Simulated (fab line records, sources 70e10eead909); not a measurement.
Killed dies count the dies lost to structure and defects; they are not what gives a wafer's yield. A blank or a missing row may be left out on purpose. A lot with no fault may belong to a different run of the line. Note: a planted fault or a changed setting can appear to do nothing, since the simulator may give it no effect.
fab line records ; flow nandHarc
record: lots: 13; wafers: 37; lastDay: 24
route steps=1159 shown P_CONTACT@244 P_M0@267 END@1159
lots with no fault: from the same line, run without faults
startH: hours from the record's opening day to when the first of the lot's shown wafers began ; waitH: hours since the lot's step before ; " unchanged from the row above ; L1.1+2: several wafers, shown together as one row ; - value missing, or start not given ; * or withheld: withheld ; < > ~ a bound
route shown NAME@n: NAME is a module with steps in the file, n the number in the route of the first one ; usual: the fault-free wafers' mean and standard deviation ; same: alike in all rows ; chamber/n: place in a boat ; sites: the reading at each site ; _std_site: the values' standard deviation ; _edge_site: the outer-site mean with the inner-site mean subtracted ; radiusMm: how far each site lies from the wafer's centre ; mask NAME#n: copy n ; behind: the tool/chamber that last shaped the wafer ; hold: what put the lot on hold/how long, in hours/how the hold closed ; device: transistor that didn't switch, given as n, p or np ; end of line: tests of these same wafers at the route's end ; for a step that has no rows: nothing shown but its recipe ; killed: the dies lost at the first sort to structure and to defects; this is not the yield of the wafer ; map: the dies of a wafer, with x for killed, . for not killed, _ for no die there
set.NAME: the setting that was run; set.NAME@STEP: the one run at that earlier step ; model.NAME: the simulator's own value behind a step, which no gauge read
steps of the route over a sample of lots; a table a step, a row a wafer
services: the hour from which a tool's chamber was out of use, counted from the record's first day as startH (under 0 if before that day), plus the number of hours and why
== steps ==
step: NHARC_P_CONTACT_DEGAS_38
recipe: tempC: 300; timeS: 60
usual: heaterPowerW: 464/60
lot.wafer;tool;chamber;startH;waitH;heaterPowerW
L103.4;pvdSputter-03;-;119.18;-;531
L103.3;pvdSputter-03;-;119.18;-;359
L103.2;pvdSputter-03;-;119.18;-;481
L104.4;pvdSputter-01;-;119.53;-;528
L104.3;pvdSputter-01;-;119.53;-;445
L104.6;pvdSputter-01;-;119.53;-;528
L107.2;pvdSputter-02;-;131.72;-;399
L107.4;pvdSputter-02;-;131.72;-;399
L107.1;pvdSputter-02;-;131.72;-;492
L108.1;pvdSputter-01;-;140.63;-;454
L108.2;pvdSputter-01;-;140.63;-;527
L108.6;pvdSputter-01;-;140.63;-;553
L109.3;pvdSputter-02;-;148.07;-;413
L109.6;pvdSputter-02;-;148.07;-;402
L110.2;pvdSputter-01;-;150.32;-;549
L110.1;pvdSputter-01;-;150.32;-;438
L110.6;pvdSputter-01;-;150.32;-;543
L111.3;pvdSputter-03;-;167.44;-;529
L111.6;pvdSputter-03;-;167.44;-;514
L120.1;pvdSputter-01;-;220.37;-;439
L120.3;pvdSputter-01;-;220.37;-;466
L120.4;pvdSputter-01;-;220.37;-;547
L121.4;pvdSputter-01;-;221.76;-;422
L121.5;pvdSputter-01;-;221.76;-;428
L121.6;pvdSputter-01;-;221.76;-;448
L122.1;pvdSputter-03;-;228.01;-;526
L122.3;pvdSputter-03;-;228.01;-;521
L122.4;pvdSputter-03;-;228.01;-;470
L123.4;pvdSputter-03;-;229.03;-;360
L123.5;pvdSputter-03;-;229.03;-;529
L123.6;pvdSputter-03;-;229.03;-;357
L124.2;pvdSputter-02;-;244.59;-;512
L124.1;pvdSputter-02;-;244.59;-;413
L124.4;pvdSputter-02;-;244.59;-;423
L125.4;pvdSputter-01;-;244.81;-;424
L125.3;pvdSputter-01;-;244.81;-;546
L125.6;pvdSputter-01;-;244.81;-;454
step: NHARC_P_M0_ETCH_34
recipe: targetDepthA: 400; overetchA: 120; timeS: 43.94; ionEnergyEv: 200; n2FlowSccm: 150; h2FlowSccm: 150; arFlowSccm: 0; rfW: 400; biasW: 150; chemistry: N2/H2
usual: drypumpMotorCurrentA: 5.6/0.43; oesProductAu: 1.002/0.0077; rfVppV: 430.5/2.2; runLengthS: 65.3/0.39; showerheadPlenumPTorr: 2.04/0.081; throttleValvePct: 14.171/0.009
lot.wafer;tool;chamber;startH;waitH;drypumpMotorCurrentA;oesProductAu;rfHoursCounterH;rfVppV;runLengthS;showerheadPlenumPTorr;throttleValvePct
L103.3;rieDiel-03;2;136.75;0.1;5.5;0.999;6;434.7;65.1;2.17;14.159
L103.2;rieDiel-03;0;136.75;0.1;6.1;1.009;6;431.5;65.5;2.11;14.174
L103.4;rieDiel-03;1;136.75;0.1;5.8;1.013;5;431.1;65.3;2.06;14.176
L104.4;rieDiel-03;1;137.39;0.1;5.8;0.990;5;431.6;65.9;2.06;14.174
L104.3;rieDiel-03;2;137.39;0.1;5.5;0.986;6;433.6;65.8;2.17;14.166
L104.6;rieDiel-03;3;137.39;0.1;5.4;0.981;-;430.3;65.7;2.07;14.173
L107.4;rieDiel-03;2;143.30;0.1;5.5;0.998;6;433.3;65.4;2.17;14.170
L107.1;rieDiel-03;3;143.30;0.1;5.5;0.999;6;431.0;65.5;2.06;14.187
L107.2;rieDiel-03;1;143.30;0.1;5.7;1.002;5;431.7;65.8;2.06;14.166
L108.2;rieDiel-03;2;148.44;0.1;5.5;1.002;6;434.1;65.5;2.17;14.158
L108.1;rieDiel-03;3;148.44;0.1;5.5;0.994;6;430.1;65.4;2.06;14.166
L108.6;rieDiel-03;3;148.44;0.1;5.5;0.995;-;430.1;65.4;2.06;14.171
L109.3;rieDiel-03;3;153.20;0.1;5.4;0.991;7;432.2;55.7;2.06;14.182
L109.6;rieDiel-03;0;153.20;0.1;6.1;1.004;-;431.8;54.6;2.11;14.182
L110.1;rieDiel-03;1;154.64;0.1;5.8;1.006;6;430.8;66.1;2.06;14.168
L110.2;rieDiel-03;2;154.64;0.1;5.5;1.003;7;434.2;65.4;2.17;14.169
L110.6;rieDiel-03;1;154.64;0.1;5.7;1.006;-;432.0;55.0;2.06;14.167
L111.3;rieDiel-03;1;172.76;0.1;5.8;1.009;7;430.7;55.4;2.06;14.164
L111.6;rieDiel-03;3;172.76;0.1;5.5;1.004;-;432.6;55.0;2.06;14.183
L120.3;rieDiel-12;2;225.15;0.1;6.5;0.998;0;426.4;64.5;1.90;14.181
L120.1;rieDiel-12;3;225.15;0.1;5.0;1.004;1;428.2;65.0;1.91;14.166
L120.4;rieDiel-12;1;225.15;0.1;4.8;0.998;1;429.9;64.7;2.03;14.188
L121.4;rieDiel-03;2;225.74;0.1;5.5;1.006;0;433.2;65.4;2.17;14.167
L121.5;rieDiel-03;0;225.74;0.1;6.1;1.008;-;430.6;65.4;2.10;14.184
L121.6;rieDiel-03;1;225.74;0.1;5.8;1.005;-;431.3;65.8;2.06;14.170
L122.1;rieDiel-12;0;232.89;0.1;6.0;1.003;1;427.8;65.4;1.92;14.177
L122.3;rieDiel-12;2;232.89;0.1;6.5;0.995;0;426.9;64.6;1.90;14.160
L122.4;rieDiel-12;3;232.89;0.1;5.1;1.005;1;425.5;64.8;1.91;14.177
L123.4;rieDiel-05;2;233.30;0.1;5.4;1.011;4;431.6;66.0;2.05;14.166
L123.6;rieDiel-05;1;233.30;0.1;5.3;1.004;-;429.6;64.8;1.99;14.161
L123.5;rieDiel-05;2;233.30;0.1;5.3;1.012;-;430.5;65.9;2.05;14.161
L124.1;rieDiel-05;2;251.17;0.1;5.4;1.004;6;430.9;65.9;2.05;14.180
L124.2;rieDiel-05;3;251.17;0.1;6.1;1.009;5;427.2;65.2;1.93;14.157
L124.4;rieDiel-05;1;251.17;0.1;5.3;1.009;7;429.0;64.5;1.99;14.166
L125.4;rieDiel-05;3;251.75;0.1;6.0;1.005;5;427.1;65.2;1.93;14.168
L125.3;rieDiel-05;1;251.75;0.1;5.2;1.017;7;429.8;64.8;1.99;14.170
L125.6;rieDiel-05;0;251.75;0.1;5.0;1.003;-;429.7;65.2;1.99;14.167
step: NHARC_P_M0_DEGAS_28
recipe: tempC: 250; timeS: 60
usual: heaterPowerW: 335/46
lot.wafer;tool;chamber;startH;waitH;heaterPowerW
L103.3;pvdSputter-03;-;137.60;-;375
L103.4;pvdSputter-03;-;137.60;-;349
L103.2;pvdSputter-03;-;137.60;-;381
L104.3;pvdSputter-01;-;138.22;-;325
L104.4;pvdSputter-01;-;138.22;-;367
L104.6;pvdSputter-01;-;138.22;-;317
L107.1;pvdSputter-03;-;144.18;-;377
L107.4;pvdSputter-03;-;144.18;-;344
L107.2;pvdSputter-03;-;144.18;-;397
L108.2;pvdSputter-02;-;149.30;-;292
L108.1;pvdSputter-02;-;149.30;-;351
L108.6;pvdSputter-02;-;149.30;-;299
L109.3;pvdSputter-01;-;154.02;-;298
L109.6;pvdSputter-01;-;154.02;-;303
L110.1;pvdSputter-01;-;155.48;-;318
L110.2;pvdSputter-01;-;155.48;-;392
L110.6;pvdSputter-01;-;155.48;-;324
L111.3;pvdSputter-02;-;173.61;-;297
L111.6;pvdSputter-02;-;173.61;-;369
L120.1;pvdSputter-03;-;225.98;-;348
L120.4;pvdSputter-03;-;225.98;-;389
L120.3;pvdSputter-03;-;225.98;-;262
L121.4;pvdSputter-02;-;226.56;-;296
L121.5;pvdSputter-02;-;226.56;-;293
L121.6;pvdSputter-02;-;226.56;-;287
L122.1;pvdSputter-02;-;233.72;-;294
L122.3;pvdSputter-02;-;233.72;-;281
L122.4;pvdSputter-02;-;233.72;-;363
L123.4;pvdSputter-01;-;234.12;-;322
L123.6;pvdSputter-01;-;234.12;-;321
L123.5;pvdSputter-01;-;234.12;-;400
L124.4;pvdSputter-02;-;252.12;-;297
L124.1;pvdSputter-02;-;252.12;-;354
L124.2;pvdSputter-02;-;252.12;-;283
L125.4;pvdSputter-03;-;252.58;-;391
L125.3;pvdSputter-03;-;252.58;-;377
L125.6;pvdSputter-03;-;252.58;-;379
step: NHARC_P_M0_ANNEAL_30
recipe: tempC: 225; timeS: 90
usual: annealTempC: 225.02/0.18; wafer_temp_C_max: 225.96/0.23
lot.wafer;tool;chamber;startH;waitH;annealTempC;wafer_temp_C_max
L103.2;rtpAnneal-01;0;138.39;-;224.75;225.80
L103.3;rtpAnneal-01;0;138.39;-;224.91;225.64
L103.4;rtpAnneal-01;0;138.39;-;225.12;226.26
L104.3;rtpAnneal-01;0;139.52;0.6;224.74;225.63
L104.4;rtpAnneal-01;0;139.52;0.6;224.87;225.67
L104.6;rtpAnneal-01;0;139.52;0.6;224.77;226.00
L107.1;rtpAnneal-02;0;145.05;0.4;225.04;226.00
L107.2;rtpAnneal-02;0;145.05;0.4;224.71;225.80
L107.4;rtpAnneal-02;0;145.05;0.4;224.76;226.05
L108.1;rtpAnneal-02;0;150.03;0.3;224.61;226.04
L108.2;rtpAnneal-02;0;150.03;0.3;225.03;226.10
L108.6;rtpAnneal-02;0;150.03;0.3;225.12;226.24
L109.3;rtpAnneal-01;0;154.89;-;224.86;226.25
L109.6;rtpAnneal-01;0;154.89;-;225.00;226.01
L110.1;rtpAnneal-02;0;156.22;0.3;225.14;226.02
L110.2;rtpAnneal-02;0;156.22;0.3;225.10;226.35
L110.6;rtpAnneal-02;0;156.22;0.3;225.01;226.07
L111.3;rtpAnneal-02;0;174.45;-;225.17;226.10
L111.6;rtpAnneal-02;0;174.45;-;225.11;226.38
L120.1;rtpAnneal-01;0;226.72;0.3;225.05;226.02
L120.3;rtpAnneal-01;0;226.72;0.3;225.04;226.30
L120.4;rtpAnneal-01;0;226.72;0.3;224.84;226.00
L121.4;rtpAnneal-02;0;227.45;-;225.21;225.70
L121.5;rtpAnneal-02;0;227.45;-;225.14;226.16
L121.6;rtpAnneal-02;0;227.45;-;225.48;226.08
L122.1;rtpAnneal-02;0;234.56;0.3;224.89;225.84
L122.3;rtpAnneal-02;0;234.56;0.3;224.90;226.29
L122.4;rtpAnneal-02;0;234.56;0.3;224.76;225.88
L123.4;rtpAnneal-01;0;235.19;0.5;225.06;225.75
L123.5;rtpAnneal-01;0;235.19;0.5;225.09;225.82
L123.6;rtpAnneal-01;0;235.19;0.5;225.00;226.17
L124.1;rtpAnneal-02;0;252.86;-;224.98;226.13
L124.2;rtpAnneal-02;0;252.86;-;224.98;226.10
L124.4;rtpAnneal-02;0;252.86;-;224.98;225.88
L125.3;rtpAnneal-02;0;253.42;-;225.12;225.76
L125.4;rtpAnneal-02;0;253.42;-;224.66;226.22
L125.6;rtpAnneal-02;0;253.42;-;225.10;226.19
step: NHARC_END_SORT_01
recipe: tempC: 25
usual: defectLimitedYield: 95.2/1.6; killedAtArray: 29/10; killedAtOther: 0.7/1.1; killedAtPeriphery: 3.2/2.2; killedDies: 33/11; killedOpen: 3.5/1.8; killedShort: 2.0/1.4; sort_bin_2_pct: 1.5/0.61; sort_bin_3_pct: 0.29/0.22; sort_bin_4_pct: 3.1/1.1; sortNPass: 644/11; sortRimYieldPct: 95/3.3; sortYieldPct: 95.2/1.6
same: grossDies: 677; sort_bin_5_pct[%]: 0; sort_bin_6_pct[%]: 0; sort_bin_7_pct[%]: 0; sort_bin_8_pct[%]: 0; sortRimNGross: 106.00
lot.wafer;tool;chamber;startH;waitH;defectLimitedYield[%];killedAtArray;killedAtOther;killedAtPeriphery;killedDies;killedOpen;killedShort;sort_bin_2_pct[%];sort_bin_3_pct[%];sort_bin_4_pct[%];sortNPass;sortRimYieldPct[%];sortYieldPct[%]
L111.3;prober-02;0;499.84;3.1;93.6;33;2;8;43;6;3;1.5;0;4.9;634;92;93.6
L111.6;prober-02;0;502.24;4.0;94.4;29;2;7;38;2;0;1.5;0.30;3.8;639;93;94.4
L120.1;prober-01;0;558.70;2.6;97.5;15;0;2;17;6;5;0.9;0;1.6;660;96;97.5
L120.3;prober-01;0;560.32;3.1;97.9;12;0;2;14;2;1;0.6;0.15;1.3;663;99;97.9
L120.4;prober-01;0;561.13;3.4;98.7;6;2;1;9;2;1;0.6;0;0.7;668;97;98.7
L123.4;prober-01;0;568.96;3.4;94.4;37;0;1;38;4;3;2.7;0.15;2.8;639;93;94.4
L123.5;prober-01;0;569.75;3.7;94.1;39;0;1;40;7;2;2.1;0.44;3.4;637;99;94.1
L123.6;prober-01;0;570.54;4.0;94.2;35;0;4;39;6;3;1.6;0.59;3.5;638;93;94.2
killed by level:class
L111.3 A_SLIT:chamberFilmFlake=11 A_CONTACT:chamberFilmFlake=6 P_STI:chamberFilmFlake=4 P_CONTACT:chamberFilmFlake=3 A_CHANNEL_HOLE_D1:chamberFilmFlake=3 A_WL_FILL:chamberFilmFlake=3 A_CHANNEL_FILL_D1:geometricParticle:short=2 A_BONDPAD:chamberFilmFlake=2
L111.6 A_SLIT:chamberFilmFlake=15 A_STAIRCASE:chamberFilmFlake=5 P_STI:chamberFilmFlake=4 A_CHANNEL_HOLE_D1:chamberFilmFlake=4 A_CONTACT:geometricParticle:open=2 P_M0:chamberFilmFlake=2 A_WL_FILL:chamberFilmFlake=2 THIN_TSV:chamberFilmFlake=2
L120.1 A_CHANNEL_HOLE_D1:chamberFilmFlake=3 A_CONTACT:chamberFilmFlake=3 A_SOURCE_PLATE:geometricParticle:open=2 A_CONTACT:geometricParticle:open=2 P_GATE:geometricParticle:short=1 P_CONTACT:geometricParticle:short=1 A_SOURCE_PLATE:geometricParticle:short=1 A_ONON_D1:geometricParticle:open=1
L120.3 A_CHANNEL_HOLE_D1:chamberFilmFlake=5 A_CONTACT:chamberFilmFlake=4 A_CONTACT:geometricParticle:open=1 A_M0:geometricParticle:open=1 A_M0:geometricParticle:short=1 P_ZERO_WELL:chamberFilmFlake=1 P_M0:chamberFilmFlake=1
L120.4 A_CONTACT:chamberFilmFlake=3 THIN_TSV:chamberFilmFlake=2 A_SOURCE_PLATE:geometricParticle:short=1 A_SGD_CUT:geometricParticle:open=1 A_M0:geometricParticle:open=1 P_ZERO_WELL:chamberFilmFlake=1
L123.4 A_CHANNEL_HOLE_D1:chamberFilmFlake=23 A_CONTACT:chamberFilmFlake=3 A_CONTACT:geometricParticle:open=2 A_STAIRCASE:chamberFilmFlake=2 A_WL_FILL:chamberFilmFlake=2 P_M1:geometricParticle:open=1 A_SOURCE_PLATE:geometricParticle:short=1 A_WL_FILL:geometricParticle:short=1
L123.5 A_CHANNEL_HOLE_D1:chamberFilmFlake=21 A_CONTACT:chamberFilmFlake=4 A_STAIRCASE:chamberFilmFlake=3 A_BLC:chamberFilmFlake=3 P_M0:geometricParticle:short=1 A_ONON_D1:geometricParticle:open=1 A_CHANNEL_HOLE_D1:geometricParticle:short=1 A_CHANNEL_HOLE_D1:geometricParticle:open=1
L123.6 A_CHANNEL_HOLE_D1:chamberFilmFlake=21 A_CONTACT:chamberFilmFlake=3 P_M0:geometricParticle:open=2 A_STAIRCASE:chamberFilmFlake=2 A_BLC:chamberFilmFlake=2 P_CONTACT:geometricParticle:short=1 A_SOURCE_PLATE:geometricParticle:open=1 A_ONON_D1:geometricParticle:short=1
== services ==
tool;chamber;startH;hours;kind
rieDiel-03;0;96.30;-;clean
rieDiel-03;1;96.30;-;clean
rieDiel-03;2;96.30;-;clean
rieDiel-03;3;96.30;-;clean
pvdSputter-03;-;102.00;10.0;pm
pvdSputter-01;-;114.69;2.0;repair
rieDiel-03;0;120.80;-;clean
rieDiel-03;1;120.80;-;clean
rieDiel-03;2;120.80;-;clean
rieDiel-03;3;120.80;-;clean
rieDiel-12;0;142.69;1.5;repair
rieDiel-03;0;145.30;-;clean
rieDiel-12;1;151.24;1.4;repair
pvdSputter-01;-;158.03;10.0;pm
rieDiel-05;-;158.67;1.0;repair
rieDiel-05;-;163.60;9.0;pm
rieDiel-03;2;171.77;5.3;repair
pvdSputter-01;-;173.50;0.9;repair
rieDiel-05;0;189.94;8.1;repair
pvdSputter-01;-;191.58;1.5;repair
rieDiel-12;-;202.40;9.0;pm
rieDiel-05;1;202.65;3.3;repair
pvdSputter-02;-;214.02;10.0;pm
rieDiel-03;-;215.30;9.0;pm
== key ==
firstSign: step: NHARC_P_M0_ETCH_34; reading: runLengthS; direction: down; sigmas: 26; usual: *; struck: *
effect none on later readings
metAt NHARC_P_M0_ETCH_34
struckLots L109,L110,L111
struckWafers L109.3,L109.6,L110.6,L111.3,L111.6
notActingAt NHARC_P_CONTACT_DEGAS_38,NHARC_P_M0_DEGAS_28,NHARC_P_M0_ANNEAL_30
onsetBetween 148.44 153.20
fault: kind: processParameterDrift; tool: rieDiel-03; chamber: -; onsetH: 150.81; steps: NHARC_P_M0_ETCH_34; channel: timeS; offset: *; shape: step; endH: 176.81; scope: struckWafersOnly; actsIn: *; stated: *
